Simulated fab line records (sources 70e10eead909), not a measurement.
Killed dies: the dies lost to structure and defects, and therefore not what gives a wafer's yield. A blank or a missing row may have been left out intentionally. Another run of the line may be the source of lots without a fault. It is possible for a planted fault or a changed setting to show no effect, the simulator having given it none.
fab line records -- flow nand-harc
record lots=7, wafers=21, last-day=34
route steps=1302 shown A_CHANNEL_HOLE_D2@603 A_CHANNEL_FILL_D2@610 END@1302
lots with no fault: from the same line, run without faults
start-h: hours from the record's first day to the start of the lot's first wafer shown -- wait-h: hours from the lot's prior step to this one -- " unchanged from the row above -- L1.1+2: a single row standing in for several wafers -- - value missing, or start not given -- * or withheld: withheld -- < > ~ a bound
route shown NAME@n: NAME is a module with steps in the file, n the number in the route of the first one -- usual: the fault-free wafers' mean and standard deviation -- same: alike in all rows -- chamber/n: place in a boat -- sites: per-site readings -- _std_site: the standard deviation of these -- _edge_site: the outer-site mean with the inner-site mean subtracted -- radius-mm: how far each site lies from the wafer's centre -- mask NAME#n: copy n -- behind: the most recent tool/chamber to have shaped the wafer -- hold: the reason the lot was held/the length of the hold in hours/how it ended -- device: the transistor (n, p or np) that didn't switch -- end of line: tests of these same wafers at the route's end -- a step with no rows: only its recipe -- killed: count of dies lost to structure and defects at first sort (not the wafer's yield) -- map: per-die view of a wafer (x killed, . not killed, _ where there is no die)
set.NAME: setting as actually run; set.NAME@STEP: the setting as run at that earlier step -- model.NAME: the simulator's own value behind a step, which no gauge read
a table for each step, a row for each wafer; lots at some steps of the route
services: when a tool's chamber went out of use (start-h, in hours from the record's first day, below 0 if earlier), for how many hours, and the reason
## steps
# step NHARC_A_CHANNEL_HOLE_D2_ETCH_44
# recipe target-depth-a=1400, overetch-a=140, time-s=77, ion-energy-ev=100, cf4-flow-sccm=80, o2-flow-sccm=20, ar-flow-sccm=0, rf-w=300, bias-w=100, chemistry=CF4/O2
# usual cf4-flow-sccm=80.00/0.24, drypump-motor-current-A=5.5/0.43, oes-product-au=0.998/0.0078, rf-fwd-power-W=297.4/0.84, rf-vpp-V=197.5/1.1, showerhead-plenum-p-Torr=1.31/0.041, throttle-valve-pct=13.397/0.0092
lot.wafer,tool,chamber,start-h,wait-h,cf4-flow-sccm,drypump-motor-current-A,oes-product-au,rf-fwd-power-W,rf-hours-counter-h,rf-vpp-V,showerhead-plenum-p-Torr,throttle-valve-pct
L403.3,rie-diel-06,0,323.91,0.1,79.57,5.4,1.011,295.9,1.6,198.7,1.36,13.385
L403.6,rie-diel-06,2,323.91,0.1,80.17,6.4,1.004,298.4,-,197.2,1.29,13.397
L403.5,rie-diel-06,3,323.91,0.1,80.08,5.7,0.997,297.1,-,197.4,1.34,13.409
L410.4,rie-diel-06,2,410.64,0.1,79.82,6.3,1.003,298.3,5.8,195.5,1.29,13.405
L410.3,rie-diel-06,3,410.64,0.1,79.80,5.7,1.000,296.6,4.8,197.4,1.34,13.407
L410.5,rie-diel-06,2,410.64,0.1,79.80,6.3,1.003,297.9,-,196.8,1.29,13.394
L409.3,rie-diel-06,2,414.81,0.1,80.04,6.3,0.986,298.2,6.6,198.4,1.29,13.381
L409.4,rie-diel-06,3,414.81,0.1,79.96,5.7,0.988,296.6,5.5,196.8,1.33,13.411
L409.6,rie-diel-06,1,414.81,0.1,79.96,5.7,0.990,297.8,-,196.9,1.30,13.399
L411.3,rie-diel-06,1,418.59,0.1,79.85,5.8,0.989,298.4,4.2,198.0,1.31,13.386
L411.4,rie-diel-06,2,418.59,0.1,79.84,6.4,0.985,298.3,6.7,198.0,1.29,13.390
L411.6,rie-diel-06,0,418.59,0.1,79.74,5.4,0.998,298.2,-,197.5,1.36,13.397
L414.3,rie-diel-09,0,435.23,0.1,80.14,5.1,1.003,297.0,6.6,196.6,1.30,13.406
L414.1,rie-diel-09,1,435.23,0.1,80.30,5.2,1.001,297.0,6.9,198.4,1.38,13.413
L414.5,rie-diel-09,0,435.23,0.1,79.81,5.1,0.995,298.3,-,198.2,1.30,13.412
L422.1,rie-diel-06,1,522.31,0.1,80.08,5.7,0.998,298.3,1.9,196.5,1.30,13.376
L422.3,rie-diel-06,3,522.31,0.1,80.25,5.7,1.004,296.3,1.8,196.5,1.33,13.428
L422.5,rie-diel-06,1,522.31,0.1,79.84,5.8,1.003,297.8,-,198.6,1.30,13.378
L423.2,rie-diel-09,3,535.24,0.1,79.95,5.0,0.995,296.8,1.7,199.3,1.34,13.397
L423.3,rie-diel-09,0,535.24,0.1,79.95,5.1,0.993,297.8,1.5,197.9,1.30,13.400
L423.1,rie-diel-09,1,535.24,0.1,79.89,5.2,1.014,296.4,1.5,199.3,1.38,13.398
# step NHARC_A_CHANNEL_HOLE_D2_STRIP_28
# recipe o2-flow-sccm=500, ar-flow-sccm=0, bias-w=0, chemistry=O2
# usual drypump-motor-current-A=5.5/0.41, oes-product-au=0.998/0.0087, rf-vpp-V=57.7/0.83, showerhead-plenum-p-Torr=3.47/0.11, throttle-valve-pct=17.037/0.0093
lot.wafer,tool,chamber,start-h,wait-h,drypump-motor-current-A,oes-product-au,rf-hours-counter-h,rf-vpp-V,showerhead-plenum-p-Torr,throttle-valve-pct
L403.3,rie-diel-06,0,-,-,5.4,1.001,1.7,57.0,3.59,17.052
L403.6,rie-diel-06,2,-,-,6.4,0.991,-,57.9,3.41,17.032
L403.5,rie-diel-06,3,-,-,5.7,0.990,-,58.2,3.53,17.045
L410.3,rie-diel-06,3,-,-,5.7,0.987,4.9,57.1,3.53,17.033
L410.4,rie-diel-06,2,-,-,6.4,1.001,5.9,58.1,3.41,17.036
L410.5,rie-diel-06,0,-,-,5.4,0.986,-,56.3,3.59,17.026
L409.3,rie-diel-06,0,-,-,5.4,1.000,6.2,57.9,3.58,17.026
L409.4,rie-diel-06,2,-,-,6.4,0.991,6.6,57.0,3.41,17.043
L409.6,rie-diel-06,0,-,-,5.4,1.004,-,58.5,3.58,17.037
L411.3,rie-diel-06,3,-,-,5.7,0.987,5.6,56.6,3.53,17.043
L411.4,rie-diel-06,1,-,-,5.8,0.998,4.2,57.8,3.45,17.019
L411.6,rie-diel-06,3,-,-,5.7,0.991,-,57.8,3.53,17.031
L414.3,rie-diel-09,0,-,-,5.1,1.009,6.7,57.5,3.44,17.032
L414.1,rie-diel-09,3,-,-,5.0,0.992,6.7,59.2,3.53,17.028
L414.5,rie-diel-09,0,-,-,5.2,1.010,-,58.3,3.44,17.037
L422.3,rie-diel-06,0,-,-,5.4,1.026,2.4,58.3,3.58,17.021
L422.1,rie-diel-06,1,-,-,5.8,1.014,2.0,57.3,3.45,17.027
L422.5,rie-diel-06,0,-,-,5.4,1.010,-,58.6,3.58,17.040
L423.3,rie-diel-09,1,-,-,5.2,1.010,1.5,58.0,3.64,17.039
L423.1,rie-diel-09,2,-,-,5.5,0.993,1.8,57.4,3.28,17.033
L423.2,rie-diel-09,3,-,-,5.0,1.002,1.8,58.4,3.53,17.032
# step NHARC_A_CHANNEL_HOLE_D2_PRECLEAN_29
# recipe time-s=*, temp-c=50, bath-age-min=0, chemistry=SC1
# step NHARC_A_CHANNEL_HOLE_D2_SRD_30
# step NHARC_A_CHANNEL_HOLE_D2_CD_MEAS_31
# usual cd-nm=90.0/1.1
lot.wafer,tool,chamber,start-h,wait-h,cd-nm
L403.3,cd-sem-01,-,324.83,-,91.7
L403.5,cd-sem-01,-,324.83,-,93.2
L403.6,cd-sem-01,-,324.83,-,91.9
L410.3,cd-sem-02,-,411.44,-,89.7
L410.4,cd-sem-02,-,411.44,-,90.9
L410.5,cd-sem-02,-,411.44,-,90.1
L409.3,cd-sem-02,-,415.60,-,91.4
L409.4,cd-sem-02,-,415.60,-,90.9
L409.6,cd-sem-02,-,415.60,-,89.6
L411.3,cd-sem-02,-,419.38,-,89.8
L411.4,cd-sem-02,-,419.38,-,89.3
L411.6,cd-sem-02,-,419.38,-,90.0
L414.1,cd-sem-02,-,436.03,-,90.7
L414.3,cd-sem-02,-,436.03,-,87.9
L414.5,cd-sem-02,-,436.03,-,87.9
L422.1,cd-sem-01,-,523.10,-,90.1
L422.3,cd-sem-01,-,523.10,-,89.8
L422.5,cd-sem-01,-,523.10,-,88.9
L423.1,cd-sem-01,-,536.03,-,91.7
L423.2,cd-sem-01,-,536.03,-,90.5
L423.3,cd-sem-01,-,536.03,-,90.9
# step NHARC_A_CHANNEL_HOLE_D2_XSEM_32
# recipe landing-energy-ev=35000
# usual bot-cd-nm=74.6/1.3, bow-nm=8.58/0.28, tilt-deg=0.07/0.035
lot.wafer,tool,chamber,start-h,wait-h,bot-cd-nm,bow-nm,tilt-deg
L403.3,xsem-02,0,324.93,0.1,76.9,8.12,0.06
L403.5,xsem-02,0,324.93,0.1,77.9,8.13,0.06
L403.6,xsem-02,0,324.93,0.1,77.4,8.10,0.06
L410.3,xsem-02,0,411.54,0.1,75.0,8.75,0.05
L410.4,xsem-02,0,411.54,0.1,76.2,8.73,0.06
L410.5,xsem-02,0,411.54,0.1,75.5,8.65,0.06
L409.3,xsem-02,0,415.69,0.1,75.3,8.41,0.10
L409.4,xsem-02,0,415.69,0.1,75.8,8.39,0.10
L409.6,xsem-02,0,415.69,0.1,74.1,8.45,0.10
L411.3,xsem-01,0,419.46,0.1,74.6,8.30,0.07
L411.4,xsem-01,0,419.46,0.1,73.5,8.37,0.07
L411.6,xsem-01,0,419.46,0.1,75.5,8.27,0.07
L414.1,xsem-02,0,436.12,0.1,75.0,8.77,0.08
L414.3,xsem-02,0,436.12,0.1,72.6,8.79,0.08
L414.5,xsem-02,0,436.12,0.1,72.2,8.82,0.08
L422.1,xsem-02,0,523.19,0.1,74.8,8.92,0.02
L422.3,xsem-02,0,523.19,0.1,74.3,9.03,0.02
L422.5,xsem-02,0,523.19,0.1,72.7,9.03,0.02
L423.1,xsem-02,0,536.13,0.1,76.3,8.99,0.06
L423.2,xsem-02,0,536.13,0.1,74.9,8.95,0.06
L423.3,xsem-02,0,536.13,0.1,74.7,8.96,0.06
# step NHARC_A_CHANNEL_HOLE_D2_INSPECT_40
# usual raw-defect-count=299/80
lot.wafer,tool,chamber,start-h,wait-h,raw-defect-count
L403.3,defect-inspect-02,-,325.02,-,422
L403.5,defect-inspect-02,-,325.02,-,253
L403.6,defect-inspect-02,-,325.02,-,233
L410.3,defect-inspect-01,-,411.63,-,376
L410.4,defect-inspect-01,-,411.63,-,384
L410.5,defect-inspect-01,-,411.63,-,254
L409.3,defect-inspect-02,-,415.78,-,258
L409.4,defect-inspect-02,-,415.78,-,257
L409.6,defect-inspect-02,-,415.78,-,313
L411.3,defect-inspect-01,-,419.56,-,548
L411.4,defect-inspect-01,-,419.56,-,345
L411.6,defect-inspect-01,-,419.56,-,510
L414.1,defect-inspect-02,-,436.22,-,335
L414.3,defect-inspect-02,-,436.22,-,220
L414.5,defect-inspect-02,-,436.22,-,213
L422.1,defect-inspect-01,-,523.28,-,257
L422.3,defect-inspect-01,-,523.28,-,194
L422.5,defect-inspect-01,-,523.28,-,312
L423.1,defect-inspect-02,-,536.22,-,252
L423.2,defect-inspect-02,-,536.22,-,199
L423.3,defect-inspect-02,-,536.22,-,206
# step NHARC_A_CHANNEL_FILL_D2_PRECLEAN_00
# recipe time-s=*, temp-c=50, bath-age-min=0, chemistry=SC1
# step NHARC_A_CHANNEL_FILL_D2_SRD_01
# step NHARC_A_CHANNEL_FILL_D2_ALD_02
# recipe target-thk-a=60, pulse-time-s=10, ald-cycles=60, temp-c=300, material=SiO2
# step NHARC_A_CHANNEL_FILL_D2_ALD_03
# recipe target-thk-a=60, pulse-time-s=60, ald-cycles=58, temp-c=630, pressure-torr=2, material=SiNx
# usual chamber-pressure-Torr=2.000/0.0042, precursor-pulse-height-rel=1.002/0.019, susceptor-temp-C=629.9/0.34
lot.wafer,tool,chamber,start-h,wait-h,chamber-pressure-Torr,precursor-pulse-height-rel,susceptor-temp-C
L403.3,ald-sin-batch-03,0,-,-,2.000,0.997,-
L403.5,ald-sin-batch-03,0,-,-,2.000,0.998,-
L403.6,ald-sin-batch-03,0,-,-,1.999,1.028,-
L410.3,ald-sin-batch-01,0,-,-,2.003,1.033,-
L410.4,ald-sin-batch-01,0,-,-,2.005,0.995,-
L410.5,ald-sin-batch-01,0,-,-,2.003,0.982,-
L409.3,ald-sin-batch-02,0,-,-,2.001,1.006,-
L409.4,ald-sin-batch-02,0,-,-,2.002,0.991,-
L409.6,ald-sin-batch-02,0,-,-,2.004,1.026,-
L411.3,ald-sin-batch-01,0,-,-,1.990,0.975,629.9
L411.4,ald-sin-batch-01,0,-,-,1.991,0.999,629.8
L411.6,ald-sin-batch-01,0,-,-,1.987,1.004,629.8
L414.1,ald-sin-batch-01,0,-,-,1.993,1.002,630.2
L414.3,ald-sin-batch-01,0,-,-,1.998,0.999,630.0
L414.5,ald-sin-batch-01,0,-,-,2.001,1.029,629.9
L422.1,ald-sin-batch-03,0,-,-,1.999,1.033,-
L422.3,ald-sin-batch-03,0,-,-,1.994,1.000,-
L422.5,ald-sin-batch-03,0,-,-,2.001,0.957,-
L423.1,ald-sin-batch-02,0,-,-,2.000,1.025,629.8
L423.2,ald-sin-batch-02,0,-,-,2.005,1.066,630.1
L423.3,ald-sin-batch-02,0,-,-,2.000,1.024,630.3
# step NHARC_A_CHANNEL_FILL_D2_ALD_14
# recipe target-thk-a=25, pulse-time-s=10, ald-cycles=25, temp-c=300, material=SiO2
# step NHARC_A_CHANNEL_FILL_D2_ALD_15
# recipe target-thk-a=20, pulse-time-s=60, ald-cycles=19, temp-c=630, pressure-torr=2, material=SiNx
# usual chamber-pressure-Torr=2.000/0.004, precursor-pulse-height-rel=0.999/0.019, susceptor-temp-C=629.97/0.3
lot.wafer,tool,chamber,start-h,wait-h,chamber-pressure-Torr,precursor-pulse-height-rel,susceptor-temp-C
L403.3,ald-sin-batch-02,0,335.27,-,2.000,0.998,630.17
L403.5,ald-sin-batch-02,0,335.27,-,1.997,1.005,629.93
L403.6,ald-sin-batch-02,0,335.27,-,2.001,0.967,629.98
L410.3,ald-sin-batch-03,0,422.79,-,2.000,1.020,-
L410.4,ald-sin-batch-03,0,422.79,-,2.003,1.006,-
L410.5,ald-sin-batch-03,0,422.79,-,2.004,1.024,-
L409.3,ald-sin-batch-03,0,426.98,-,1.998,0.995,601.78
L409.4,ald-sin-batch-03,0,426.98,-,1.998,1.039,601.77
L409.6,ald-sin-batch-03,0,426.98,-,1.999,1.003,601.70
L411.3,ald-sin-batch-03,0,430.96,3.1,2.001,1.025,601.50
L411.4,ald-sin-batch-03,0,430.96,3.1,2.007,0.991,601.48
L411.6,ald-sin-batch-03,0,430.96,3.1,2.002,0.993,601.74
L414.1,ald-sin-batch-03,0,446.65,-,1.996,0.991,601.33
L414.3,ald-sin-batch-03,0,446.65,-,2.000,0.985,601.27
L414.5,ald-sin-batch-03,0,446.65,-,2.001,0.996,602.06
L422.1,ald-sin-batch-01,0,533.55,-,2.004,1.053,-
L422.3,ald-sin-batch-01,0,533.55,-,2.002,0.993,-
L422.5,ald-sin-batch-01,0,533.55,-,1.999,0.987,-
L423.1,ald-sin-batch-01,0,546.40,-,1.999,1.002,-
L423.2,ald-sin-batch-01,0,546.40,-,2.003,1.010,-
L423.3,ald-sin-batch-01,0,546.40,-,1.999,0.986,-
# step NHARC_A_CHANNEL_FILL_D2_ALD_16
# recipe target-thk-a=15, pulse-time-s=10, ald-cycles=15, temp-c=300, material=SiO2
# usual heater-power-w=474/52, precursor-pulse-height-rel=1.001/0.02, susceptor-temp-C=299.95/0.2
lot.wafer,tool,chamber,start-h,wait-h,heater-power-w,precursor-pulse-height-rel,susceptor-temp-C
L403.3,ald-hk-03,3,337.42,0.1,478,0.995,299.62
L403.5,ald-hk-03,0,337.42,0.1,457,1.016,300.18
L403.6,ald-hk-03,1,337.42,0.1,445,0.968,299.62
L410.3,ald-hk-04,3,424.85,0.1,490,0.985,299.79
L410.4,ald-hk-04,1,424.85,0.1,494,1.011,300.25
L410.5,ald-hk-04,3,424.85,0.1,471,0.971,300.01
L409.3,ald-hk-03,1,429.05,0.0,471,0.990,299.96
L409.4,ald-hk-03,0,429.05,0.0,438,1.002,300.29
L409.6,ald-hk-03,2,429.05,0.0,539,1.019,299.89
L411.3,ald-hk-04,3,433.05,0.1,481,1.018,300.21
L411.4,ald-hk-04,1,433.05,0.1,482,1.000,300.08
L411.6,ald-hk-04,3,433.05,0.1,490,0.997,300.39
L414.3,ald-hk-02,1,448.71,0.0,438,0.987,300.06
L414.1,ald-hk-02,0,448.71,0.0,374,1.012,299.59
L414.5,ald-hk-02,2,448.71,0.0,436,0.996,300.04
L422.1,ald-hk-04,2,536.40,0.9,415,1.012,299.71
L422.3,ald-hk-04,1,536.40,0.9,471,0.982,299.96
L422.5,ald-hk-04,2,536.40,0.9,414,1.010,299.90
L423.2,ald-hk-04,0,548.43,0.0,613,1.022,300.11
L423.1,ald-hk-04,1,548.43,0.0,493,0.981,299.68
L423.3,ald-hk-04,2,548.43,0.0,414,1.007,300.33
# step NHARC_END_SORT_01
# recipe temp-c=25
# usual killed-at-array=51/16, killed-at-other=0.6/0.88, killed-at-periphery=4.0/2.6, killed-dies=55/16, killed-open=3.5/1.9, killed-short=2.3/1.6
# same gross-dies=677
lot.wafer,tool,chamber,start-h,wait-h,killed-at-array,killed-at-other,killed-at-periphery,killed-dies,killed-open,killed-short
L414.1,prober-01,0,706.52,2.5,57,0,4,61,7,2
# killed by level:class
L414.1 A_SLIT:chamber-film-flake=33 A_CHANNEL_HOLE_D2:chamber-film-flake=9 A_CHANNEL_HOLE_D1:chamber-film-flake=3 A_WL_FILL:chamber-film-flake=3 A_M0:geometric-particle:open=2 A_CONTACT:chamber-film-flake=2 P_GATE:geometric-particle:open=1 P_CONTACT:geometric-particle:short=1
## services
tool,chamber,start-h,hours,kind
rie-diel-06,1,301.19,52.1,repair
rie-diel-06,-,307.20,9.0,pm
rie-diel-06,0,307.20,9.0,vent-cycle
rie-diel-06,2,307.20,9.0,vent-cycle
rie-diel-06,3,307.20,9.0,vent-cycle
ald-sin-batch-01,-,314.51,36.2,repair
rie-diel-06,0,316.20,-,clean
rie-diel-06,2,316.20,-,clean
rie-diel-09,-,320.39,9.0,pm
rie-diel-06,3,326.31,1.7,repair
xsem-01,-,374.00,14.0,pm
rie-diel-06,3,376.22,10.1,repair
rie-diel-09,1,377.19,9.8,repair
ald-hk-03,-,390.32,10.0,pm
ald-hk-02,-,400.21,10.0,pm
ald-hk-02,-,427.78,0.3,repair
rie-diel-06,1,459.50,10.0,repair
xsem-02,-,460.63,2.7,repair
rie-diel-06,-,484.20,9.0,pm
rie-diel-09,-,497.39,9.0,pm
ald-hk-02,-,497.95,0.7,repair
ald-sin-batch-01,-,506.01,26.0,pm
ald-hk-04,-,516.27,3.4,repair
ald-hk-04,-,539.85,1.4,repair
## key
first-sign step=NHARC_A_CHANNEL_FILL_D2_ALD_15, reading=susceptor-temp-C, direction=down, sigmas=95, usual=*, struck=*
effect none on later readings
met-at NHARC_A_CHANNEL_FILL_D2_ALD_15
struck-wafers L409.3,L409.4,L409.6,L411.3,L411.4,L411.6,L414.1,L414.3,L414.5
tester-left-out L409,L411,L414
onset-between 422.79 426.98
fault kind=process-parameter-drift, tool=ald-sin-batch-03, chamber=-, onset-h=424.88, steps=NHARC_A_CHANNEL_FILL_D2_ALD_15, channel=temp-c, offset=*, shape=step, end-h=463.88, acts-in=*, stated=*
# tester-left-out: of these lots the tester's yield and bins aren't shown, on N5 and GAA mostly nor the transistor test; their killed dies are dies lost to structure and defects alone, not to doping, threshold or leakage, so they don't give the yield
